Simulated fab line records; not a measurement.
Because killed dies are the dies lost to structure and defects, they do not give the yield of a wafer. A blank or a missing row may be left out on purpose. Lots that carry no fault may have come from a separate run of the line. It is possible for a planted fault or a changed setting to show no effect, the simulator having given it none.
fab line records	flow n5-finfet
record lots=5	wafers=15	last-day=17
route steps=1938 shown DUMMY_GATE@234 BEOL_M4@1111 PASSIVATION@1936
lots with no fault: from the same line, run without faults
start-h: hours from the record's opening day to when the first of the lot's shown wafers began	wait-h: how many hours have passed since the lot's step before this one	" same as the row above	L1.1+2: a row that stands for several wafers	- either no value or no given start	* or withheld: withheld	< > ~ a bound
route shown NAME@n: a module of which the file shows steps, and the number in the route of the first	usual: mean/standard deviation taken from wafers without a fault	same: alike in all rows	chamber/n: place in a boat	sites: the reading at each site	_std_site: standard deviation of those values	_edge_site: inner sites' mean taken away from outer sites' mean	radius-mm: for every site, how far away it sits from the centre of the wafer	mask NAME#n: copy n	behind: the most recent tool/chamber to have shaped the wafer	hold: cause of the lot's hold/its duration in hours/its outcome	device: which transistor (n, p or np) failed to switch	end of line: at the end of the route, the tests of the same wafers	where a step has no rows: the recipe by itself	killed: at the first sort, the dies lost to defects and structure; wafer yield is something else	map: per-die view of a wafer (x killed, . not killed, _ where there is no die)
set.NAME: the run value of the setting; set.NAME@STEP: its run value at that earlier step	model.NAME: the simulator's own value behind a step, which no gauge read
lots at some steps of the route; a table a step, a row a wafer
services: a tool's chamber out of use, with start hour (start-h, from the record's first day; less than 0 if before it), hours out, and reason
## steps
# step N5_DUMMY_GATE_DESCUM_20
# recipe chemistry=O2	time-s=6.2	source-power-w=50	bias-power-w=20	pressure-mtorr=20	rf-frequency-hz=2.712e+07	temp-c=40	resist=CAR-EUV	o2-flow-sccm=225
# step N5_DUMMY_GATE_ETCH_29
# recipe chemistry=N2/H2	target=underlayer	target-depth-a=130	ion-energy-ev=200	pressure-mtorr=30	source-w=840	bias-w=150	n2-flow-sccm=200	h2-flow-sccm=200
# step N5_DUMMY_GATE_ETCH_36
# recipe chemistry=CF4	target=SiARC	target-depth-a=130	pressure-mtorr=40	source-w=545	bias-w=36	Ar_flow_sccm=100	cf4-flow-sccm=100	ion-energy-ev=80
# step N5_DUMMY_GATE_ETCH_37
# recipe chemistry=N2/H2	target=SOC	target-depth-a=600	overetch-a=300	temp-c=40	ion-energy-ev=200	pressure-mtorr=30	source-w=840	bias-w=150	n2-flow-sccm=200	h2-flow-sccm=200
# step N5_DUMMY_GATE_STRIP_38
# recipe chemistry=N2/H2	temp-c=40	n2-flow-sccm=200	h2-flow-sccm=200	rf-frequency-hz=6e+07
# step N5_DUMMY_GATE_STRIP_39
# recipe chemistry=N2/H2	temp-c=40	n2-flow-sccm=200	h2-flow-sccm=200	rf-frequency-hz=6e+07
# step N5_DUMMY_GATE_TRIM_49
# recipe chemistry=O2	resist=SOC	time-s=29	target-cd-nm=14	source-power-w=300	bias-power-w=0	O2_flow_sccm=100	temp-c=20
# step N5_DUMMY_GATE_STRIP_40
# recipe chemistry=CF4	resist=SiARC	power-w=300	bias-power-w=75	pressure-mtorr=50	cf4-flow-sccm=150	rf-frequency-hz=6e+07
# step N5_DUMMY_GATE_ETCH_31
# recipe chemistry=C4F6/O2	target=SiO2	mask-material=SOC	target-depth-a=825	time-s=27.5	ion-energy-ev=250	pressure-mtorr=30	source-w=345	bias-w=185	Ar_flow_sccm=300	C4F6_flow_sccm=10	O2_flow_sccm=10
# step N5_DUMMY_GATE_STRIP_41
# recipe chemistry=O2	power-w=400	temp-c=40	pressure-mtorr=30	rf-frequency-hz=6e+07	bias-power-w=0	overash-fraction=0.3	o2-flow-sccm=225
# step N5_DUMMY_GATE_HM_OPEN_21
# recipe chemistry=CH3F/O2	target=SiNx	target-depth-a=1200	Ar_flow_sccm=150	CH3F_flow_sccm=30	O2_flow_sccm=23	time-s=171.4	pressure-mtorr=30	source-w=395	bias-w=73	ion-energy-ev=120.7
# usual CH3F_flow_sccm=30.00/0.086	O2_flow_sccm=23.00/0.071	drypump-motor-current-A=5.8/0.41	oes-product-au=0.80/0.075	rf-vpp-V=298/5.7	showerhead-plenum-p-Torr=2.03/0.067	throttle-valve-pct=16.45/0.16
lot.wafer	tool	chamber	start-h	wait-h	CH3F_flow_sccm	O2_flow_sccm	drypump-motor-current-A	oes-product-au	rf-hours-counter-h	rf-vpp-V	showerhead-plenum-p-Torr	throttle-valve-pct	model.SiO2_of_DUMMY_GATE_PECVD_30.thk-nm
L601.3	rie-diel-01	2	58.90	0.0	29.98	22.91	5.2	0.85	57	293	1.98	16.49	43.4
L601.4	"	3	"	"	29.94	22.93	6.0	0.81	116	298	2.05	16.39	44.2
L601.6	"	2	"	"	29.88	22.95	5.2	0.86	-	294	1.98	16.48	44.2
L617.3	rie-diel-01	2	153.30	0.0	-	-	-	-	-	-	-	-	53
L617.4	"	2	"	"	-	-	-	-	-	-	-	-	54.8
L617.6	"	1	"	"	-	-	-	-	-	-	-	-	54.4
L618.3	rie-diel-04	1	161.65	0.0	-	-	-	-	-	-	-	-	53.8
L618.4	"	0	"	"	-	-	-	-	-	-	-	-	54.8
L618.6	"	2	"	"	-	-	-	-	-	-	-	-	55.8
L619.3	rie-diel-05	2	165.39	0.0	-	-	-	-	-	-	-	-	54.8
L619.5	"	2	"	"	-	-	-	-	-	-	-	-	56.4
L619.6	"	1	"	"	-	-	-	-	-	-	-	-	55.2
L621.1	rie-diel-01	1	177.49	0.0	29.92	22.98	6.3	0.84	58	291	1.97	16.16	43.8
L621.3	"	3	"	"	30.14	23.04	6.0	0.77	146	297	2.04	16.44	45.4
L621.4	"	2	"	"	29.98	22.98	5.1	0.80	-	293	1.97	16.55	45
# step N5_DUMMY_GATE_ETCH_32
# recipe chemistry=CF4	target=SiO2	target-depth-a=35	time-s=3.9	ion-energy-ev=350	pressure-mtorr=10	icp-w=800	bias-w=400	cf4-flow-sccm=80
# step N5_DUMMY_GATE_ETCH_23
# recipe chemistry=HBr/Cl2/O2	HBr_flow_sccm=150	Cl2_flow_sccm=80	O2_flow_sccm=12	bias-w=102	target-depth-a=410	time-s=22.3	target=poly-Si	mask-material=SiO2	pressure-mtorr=10	icp-w=800
# step N5_DUMMY_GATE_ETCH_44
# recipe chemistry=HBr/O2	over-etch-frac=0.7	target-depth-a=1275	stop-on=SiO2	ion-energy-ev=60	bias-w=20	target=poly-Si	mask-material=SiO2	pressure-mtorr=20	icp-w=400	HBr_flow_sccm=120	O2_flow_sccm=10
# usual drypump-motor-current-A=5.7/0.44	oes-product-au=0.735/0.011	throttle-valve-pct=18.39/0.19
# same over-etch-frac=0.7
lot.wafer	tool	chamber	start-h	wait-h	drypump-motor-current-A	oes-product-au	rf-hours-counter-h	throttle-valve-pct	model.SiO2_of_DUMMY_GATE_PECVD_30.thk-nm
L601.3	rie-si-02	1	59.15	0.0	5.3	0.712	194	18.56	36.2
L601.4	"	3	"	"	6.1	0.730	31	18.22	37.2
L601.6	"	2	"	"	5.7	0.736	-	18.55	37.2
L617.3	rie-si-01	1	153.55	0.0	6.5	0.727	87	18.42	46.2
L617.4	"	1	"	"	6.5	0.724	-	18.41	47.8
L617.6	"	0	"	"	5.3	0.726	-	18.42	47.4
L618.3	rie-si-03	3	161.90	0.0	6.3	0.752	2	18.24	47
L618.4	"	1	"	"	5.4	0.740	188	18.33	48
L618.6	"	2	"	"	5.0	0.750	-	18.39	48.8
L619.3	rie-si-01	1	165.64	0.0	6.5	0.730	87	18.39	48
L619.5	"	2	"	"	6.1	0.719	-	18.74	49.4
L619.6	"	1	"	"	6.5	0.746	-	18.42	48.4
L621.1	rie-si-02	1	177.74	0.0	5.3	0.703	0	18.49	36.8
L621.3	"	3	"	"	6.1	0.729	34	18.22	38.4
L621.4	"	0	"	"	5.4	0.748	35	18.03	38.2
# step N5_BEOL_M4_RC_MEAS_101
# usual DIBL_N=36.5/1.7	DIBL_P=36.3/2.1	IOFF_N=0.16/0.036	IOFF_P=0.21/0.037	ION_N=676/12	ION_P=462/7.6	SS_N=71.5/0.68	SS_P=73.3/0.63	VT_N=249/3.5	VT_P=-250/3.5
lot.wafer	tool	chamber	start-h	wait-h	DIBL_N[mV/V]	DIBL_P[mV/V]	IOFF_N[nA/um]	IOFF_P[nA/um]	ION_N[uA/um]	ION_P[uA/um]	SS_N[mV/dec]	SS_P[mV/dec]	VT_N[mV]	VT_P[mV]
L601.3	prober-02	0	179.26	0.3	36.5	37.7	0.16	0.18	678	451	71.6	73.4	252	-253
L601.4	"	0	"	"	39.6	40.6	0.20	0.22	686	463	72.3	74.4	246	-253
L601.6	"	0	"	"	38.2	39.9	0.20	0.21	687	460	72.0	74.4	248	-253
L621.1	prober-02	0	310.71	0.0	36.5	37.3	0.16	0.23	685	476	71.7	73.9	247	-249
L621.3	"	0	"	"	34.3	33.8	0.12	0.19	667	466	70.7	73.0	253	-250
L621.4	"	0	"	"	37.0	35.8	0.15	0.21	676	469	71.6	72.9	250	-248
# step N5_PASSIVATION_PROBE_49
# usual killed_at_M0_to_M3=34/12	killed_at_M4_up=12/4.9	killed-at-contacts=13/7.2	killed-at-front-end=39/12	killed-at-other=3.7/2.9	killed-dies=101/18	killed-on-rim=13/4	killed-open=67/14	killed-short=33/7.2
# same gross-dies=1180	killed-at-back-side=0
lot.wafer	tool	chamber	start-h	wait-h	killed_at_M0_to_M3	killed_at_M4_up	killed-at-contacts	killed-at-front-end	killed-at-other	killed-dies	killed-on-rim	killed-open	killed-short
L619.3	prober-01	-	393.26	0.1	25	12	11	1131	1	1180	152	44	26
L619.5	prober-01	-	393.36	0.2	31	15	6	1123	5	1180	152	72	36
L619.6	prober-01	-	393.41	0.3	29	8	7	1131	5	1180	152	49	27
L617.3	prober-02	-	398.09	0.7	24	16	20	1116	4	1180	152	65	33
L617.4	prober-02	-	398.14	0.7	22	22	13	1114	9	1180	152	60	28
L617.6	prober-02	-	398.24	0.8	38	11	13	1113	5	1180	152	53	40
L618.3	prober-01	-	399.50	0.1	41	15	3	1119	2	1180	152	55	28
L618.4	prober-01	-	399.55	0.2	27	13	3	1130	7	1180	152	50	15
L618.6	prober-01	-	399.65	0.3	44	21	8	1100	7	1180	152	63	38
L621.1	prober-01	-	410.95	0.0	32	1	14	37	4	88	10	55	32
L621.3	prober-01	-	411.05	0.1	41	7	20	35	3	106	17	71	32
L621.4	prober-01	-	411.10	0.2	28	7	21	32	6	94	12	62	32
# killed by level:class
L619.3 DUMMY_GATE:area-open=1106 MOL_CONTACT_COAG:geometric-particle:open=9 BEOL_M1:geometric-particle:open=6 BEOL_M0_SAQP:geometric-particle:open=5 BEOL_M4:geometric-particle:open=5 STI_FIN_REVEAL:geometric-particle:open=4 ILD0:geometric-particle:short=4 GATE_CUT:geometric-particle:short=4
L619.5 DUMMY_GATE:area-open=1072 BEOL_M3:geometric-particle:open=11 BEOL_M4:geometric-particle:open=10 FIN_SAQP:geometric-particle:short=9 STI_FIN_REVEAL:geometric-particle:open=8 FIN_SAQP:geometric-particle:open=6 STARTING-WAFER:geometric-particle:open=5 ILD0:geometric-particle:short=4
L619.6 DUMMY_GATE:area-open=1102 BEOL_M1:geometric-particle:open=9 MOL_CONTACT_COAG:geometric-particle:open=7 BEOL_M2:geometric-particle:open=6 FIN_SAQP:geometric-particle:open=5 STI_FIN_REVEAL:geometric-particle:open=5 BEOL_M1:geometric-particle:short=5 FIN_SAQP:geometric-particle:short=3
L617.3 DUMMY_GATE:area-open=1082 MOL_CONTACT_COAG:geometric-particle:open=14 GATE_CUT:geometric-particle:open=8 FIN_SAQP:geometric-particle:open=7 GATE_CUT:geometric-particle:short=7 BEOL_M4:geometric-particle:open=7 FIN_SAQP:geometric-particle:short=6 MOL_CONTACT_COAG:geometric-particle:short=6
L617.4 DUMMY_GATE:area-open=1090 BEOL_M4:geometric-particle:open=14 MOL_CONTACT_COAG:geometric-particle:open=9 BEOL_M2:geometric-particle:open=7 PASS1_CAP:geometric-particle:short=6 STI_FIN_REVEAL:geometric-particle:open=4 MOL_CONTACT_COAG:geometric-particle:short=4 BEOL_M1:geometric-particle:open=4
L617.6 DUMMY_GATE:area-open=1086 BEOL_M0_SAQP:geometric-particle:open=10 MOL_CONTACT_COAG:geometric-particle:open=9 BEOL_M0_SAQP:geometric-particle:short=9 BEOL_M2:geometric-particle:short=6 BEOL_M1:geometric-particle:open=5 STI_FIN_REVEAL:geometric-particle:open=4 MOL_CONTACT_COAG:geometric-particle:short=4
L618.3 DUMMY_GATE:area-open=1094 BEOL_M2:geometric-particle:open=12 DUMMY_GATE:geometric-particle:open=8 BEOL_M0_SAQP:geometric-particle:short=8 BEOL_M8:geometric-particle:open=6 BEOL_M0_SAQP:geometric-particle:open=5 BEOL_M0:geometric-particle:open=5 BEOL_M1:geometric-particle:open=5
L618.4 DUMMY_GATE:area-open=1113 BEOL_M0:geometric-particle:open=9 BEOL_M1:geometric-particle:open=5 BEOL_M3:geometric-particle:open=5 BEOL_M4:geometric-particle:open=5 FIN_SAQP:geometric-particle:open=4 DUMMY_GATE:geometric-particle:open=3 MOL_CONTACT_COAG:geometric-particle:open=3
L618.6 DUMMY_GATE:area-open=1073 BEOL_M0_SAQP:geometric-particle:short=10 BEOL_M4:geometric-particle:open=10 BEOL_M0_SAQP:geometric-particle:open=9 BEOL_M0:geometric-particle:open=7 MOL_CONTACT_COAG:geometric-particle:open=6 DUMMY_GATE:geometric-particle:short=5 DUMMY_GATE:geometric-particle:open=5
L621.1 FIN_SAQP:geometric-particle:open=13 MOL_CONTACT_COAG:geometric-particle:open=11 BEOL_M0_SAQP:geometric-particle:short=8 BEOL_M0_SAQP:geometric-particle:open=8 FIN_SAQP:geometric-particle:short=7 STI_FIN_REVEAL:geometric-particle:open=7 BEOL_M1:geometric-particle:short=5 BEOL_M3:geometric-particle:open=5
L621.3 MOL_CONTACT_COAG:geometric-particle:open=17 STI_FIN_REVEAL:geometric-particle:open=14 BEOL_M1:geometric-particle:open=8 BEOL_M0_SAQP:geometric-particle:short=7 BEOL_M2:geometric-particle:open=7 BEOL_M0_SAQP:geometric-particle:open=6 BEOL_M3:geometric-particle:open=5 STI_FIN_REVEAL:geometric-particle:short=4
L621.4 MOL_CONTACT_COAG:geometric-particle:open=16 BEOL_M3:geometric-particle:open=7 FIN_SAQP:geometric-particle:short=6 STI_FIN_REVEAL:geometric-particle:open=6 FIN_SAQP:geometric-particle:open=5 DUMMY_GATE:geometric-particle:open=5 MOL_CONTACT_COAG:geometric-particle:short=5 BEOL_M1:geometric-particle:open=5
# map L617.3 (x killed, . not)
_________________xxxxxxxxxxxx________________
______________xxxxxxxxxxxxxxxxxx_____________
___________xxxxxxxxxxxxxxxxxxxxxxxx__________
__________xxxxxxxxxxxxxxxxxxxxxxxxxx_________
________xxxxxxxxxxxxxxxxxxxxxxxxxxxxxx_______
_______xxxxxxxxxxxxxxxxxxxxxxxxxxxxxxxx______
______xxxxxxxxxxxxxxxxxxxxxxxxxxxxxxxxxx_____
_____xxxxxxxxxxxxxxxxxxxxxxxxxxxxxxxxxxxx____
____xxxxxxxxxxxxxxxxxxxxxxxxxxxxxxxxxxxxxx___
___xxxxxxxxxxxxxxxxxxxxxxxxxxxxxxxxxxxxxxxx__
___xxxxxxxxxxxxxxxxxxxxxxxxxxxxxxxxxxxxxxxx__
__xxxxxxxxxxxxxxxxxxxxxxxxxxxxxxxxxxxxxxxxxx_
__xxxxxxxxxxxxxxxxxxxxxxxxxxxxxxxxxxxxxxxxxx_
_xxxxxxxxxxxxxxxxxxxxxxxxxxxxxxxxxxxxxxxxxxxx
_xxxxxxxxxxxxxxxxxxxxxxxxxxxxxxxxxxxxxxxxxxxx
_xxxxxxxxxxxxxxxxxxxxxxxxxxxxxxxxxxxxxxxxxxxx
_xxxxxxxxxxxxxxxxxxxxxxxxxxxxxxxxxxxxxxxxxxxx
_xxxxxxxxxxxxxxxxxxxxxxxxxxxxxxxxxxxxxxxxxxxx
_xxxxxxxxxxxxxxxxxxxxxxxxxxxxxxxxxxxxxxxxxxxx
_xxxxxxxxxxxxxxxxxxxxxxxxxxxxxxxxxxxxxxxxxxxx
_xxxxxxxxxxxxxxxxxxxxxxxxxxxxxxxxxxxxxxxxxxxx
__xxxxxxxxxxxxxxxxxxxxxxxxxxxxxxxxxxxxxxxxxx_
__xxxxxxxxxxxxxxxxxxxxxxxxxxxxxxxxxxxxxxxxxx_
___xxxxxxxxxxxxxxxxxxxxxxxxxxxxxxxxxxxxxxxx__
___xxxxxxxxxxxxxxxxxxxxxxxxxxxxxxxxxxxxxxxx__
____xxxxxxxxxxxxxxxxxxxxxxxxxxxxxxxxxxxxxx___
_____xxxxxxxxxxxxxxxxxxxxxxxxxxxxxxxxxxxx____
______xxxxxxxxxxxxxxxxxxxxxxxxxxxxxxxxxx_____
_______xxxxxxxxxxxxxxxxxxxxxxxxxxxxxxxx______
________xxxxxxxxxxxxxxxxxxxxxxxxxxxxxx_______
__________xxxxxxxxxxxxxxxxxxxxxxxxxx_________
___________xxxxxxxxxxxxxxxxxxxxxxxx__________
______________xxxxxxxxxxxxxxxxxx_____________
_________________xxxxxxxxxxxx________________
# map L618.3 (x killed, . not)
_________________xxxxxxxxxxxx________________
______________xxxxxxxxxxxxxxxxxx_____________
___________xxxxxxxxxxxxxxxxxxxxxxxx__________
__________xxxxxxxxxxxxxxxxxxxxxxxxxx_________
________xxxxxxxxxxxxxxxxxxxxxxxxxxxxxx_______
_______xxxxxxxxxxxxxxxxxxxxxxxxxxxxxxxx______
______xxxxxxxxxxxxxxxxxxxxxxxxxxxxxxxxxx_____
_____xxxxxxxxxxxxxxxxxxxxxxxxxxxxxxxxxxxx____
____xxxxxxxxxxxxxxxxxxxxxxxxxxxxxxxxxxxxxx___
___xxxxxxxxxxxxxxxxxxxxxxxxxxxxxxxxxxxxxxxx__
___xxxxxxxxxxxxxxxxxxxxxxxxxxxxxxxxxxxxxxxx__
__xxxxxxxxxxxxxxxxxxxxxxxxxxxxxxxxxxxxxxxxxx_
__xxxxxxxxxxxxxxxxxxxxxxxxxxxxxxxxxxxxxxxxxx_
_xxxxxxxxxxxxxxxxxxxxxxxxxxxxxxxxxxxxxxxxxxxx
_xxxxxxxxxxxxxxxxxxxxxxxxxxxxxxxxxxxxxxxxxxxx
_xxxxxxxxxxxxxxxxxxxxxxxxxxxxxxxxxxxxxxxxxxxx
_xxxxxxxxxxxxxxxxxxxxxxxxxxxxxxxxxxxxxxxxxxxx
_xxxxxxxxxxxxxxxxxxxxxxxxxxxxxxxxxxxxxxxxxxxx
_xxxxxxxxxxxxxxxxxxxxxxxxxxxxxxxxxxxxxxxxxxxx
_xxxxxxxxxxxxxxxxxxxxxxxxxxxxxxxxxxxxxxxxxxxx
_xxxxxxxxxxxxxxxxxxxxxxxxxxxxxxxxxxxxxxxxxxxx
__xxxxxxxxxxxxxxxxxxxxxxxxxxxxxxxxxxxxxxxxxx_
__xxxxxxxxxxxxxxxxxxxxxxxxxxxxxxxxxxxxxxxxxx_
___xxxxxxxxxxxxxxxxxxxxxxxxxxxxxxxxxxxxxxxx__
___xxxxxxxxxxxxxxxxxxxxxxxxxxxxxxxxxxxxxxxx__
____xxxxxxxxxxxxxxxxxxxxxxxxxxxxxxxxxxxxxx___
_____xxxxxxxxxxxxxxxxxxxxxxxxxxxxxxxxxxxx____
______xxxxxxxxxxxxxxxxxxxxxxxxxxxxxxxxxx_____
_______xxxxxxxxxxxxxxxxxxxxxxxxxxxxxxxx______
________xxxxxxxxxxxxxxxxxxxxxxxxxxxxxx_______
__________xxxxxxxxxxxxxxxxxxxxxxxxxx_________
___________xxxxxxxxxxxxxxxxxxxxxxxx__________
______________xxxxxxxxxxxxxxxxxx_____________
_________________xxxxxxxxxxxx________________
## services
tool	chamber	start-h	hours	kind
rie-diel-05	3	36.92	2.7	repair
rie-si-01	3	48.04	8.9	repair
rie-diel-04	1	56.27	4.2	repair
rie-si-03	3	58.88	6.8	repair
rie-diel-05	-	60.59	0.6	repair
rie-si-03	0	70.48	7.0	repair
rie-si-01	-	78.17	0.7	repair
rie-diel-04	0	80.56	7.8	repair
rie-diel-01	-	98.51	2.8	pm
rie-diel-01	3	111.79	13.2	repair
rie-diel-04	2	120.94	-	clean
rie-diel-04	2	120.94	-	consumable-replace:focus-ring
rie-diel-04	2	120.94	-	consumable-replace:showerhead
rie-diel-04	2	120.94	23.6	scheduled-down
rie-diel-04	2	120.94	23.6	vent-cycle
rie-diel-01	0	123.46	131.8	repair
rie-diel-05	1	126.84	5.4	repair
rie-si-02	1	129.08	9.9	repair
rie-si-02	1	140.73	-	clean
rie-si-02	1	140.73	18.0	scheduled-down
rie-si-02	1	140.73	18.0	vent-cycle
rie-si-01	3	150.60	4.7	repair
rie-si-03	1	152.82	1.6	repair
rie-diel-01	3	154.67	14.1	repair
## key
first-sign step=N5_DUMMY_GATE_HM_OPEN_21	reading=tool-record	direction=missing
effect step=N5_PASSIVATION_PROBE_49	reading=killed-at-front-end	direction=up	sigmas=89	usual=39	struck=1120
model-effect step=N5_DUMMY_GATE_HM_OPEN_21	value=SiO2_of_DUMMY_GATE_PECVD_30.thk-nm	without=44.73	struck=54.78
model-effect step=N5_DUMMY_GATE_ETCH_44	value=SiO2_of_DUMMY_GATE_PECVD_30.thk-nm	without=37.82	struck=47.89
more-kills-born-at N5_DUMMY_GATE_HM_OPEN_21@rie-diel-04=3280	N5_DUMMY_GATE_HM_OPEN_21@rie-diel-05=3279	N5_DUMMY_GATE_HM_OPEN_21@rie-diel-01=3258
met-at N5_DUMMY_GATE_HM_OPEN_21
struck-wafers L617.3,L617.4,L617.6,L618.3,L618.4,L618.6,L619.3,L619.5,L619.6
later-rows-left-out L617.3,L617.4,L617.6,L618.3,L618.4,L618.6,L619.3,L619.5,L619.6
tester-left-out L617,L618,L619
onset-between 58.90 153.30
fault kind=skipped-step-whole	tool=rie-diel-01,rie-diel-04,rie-diel-05	chamber=-	onset-h=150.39	steps=N5_DUMMY_GATE_HM_OPEN_21	scope=struck-lots-only
# tester-left-out: of these lots the tester's yield and bins aren't shown, on N5 and GAA mostly nor the transistor test; their killed dies are dies lost to structure and defects alone, not to doping, threshold or leakage, so they don't give the yield
# later-rows-left-out: the simulator's readings of these wafers behind a module that went badly wrong aren't trusted and aren't shown, but for the sort
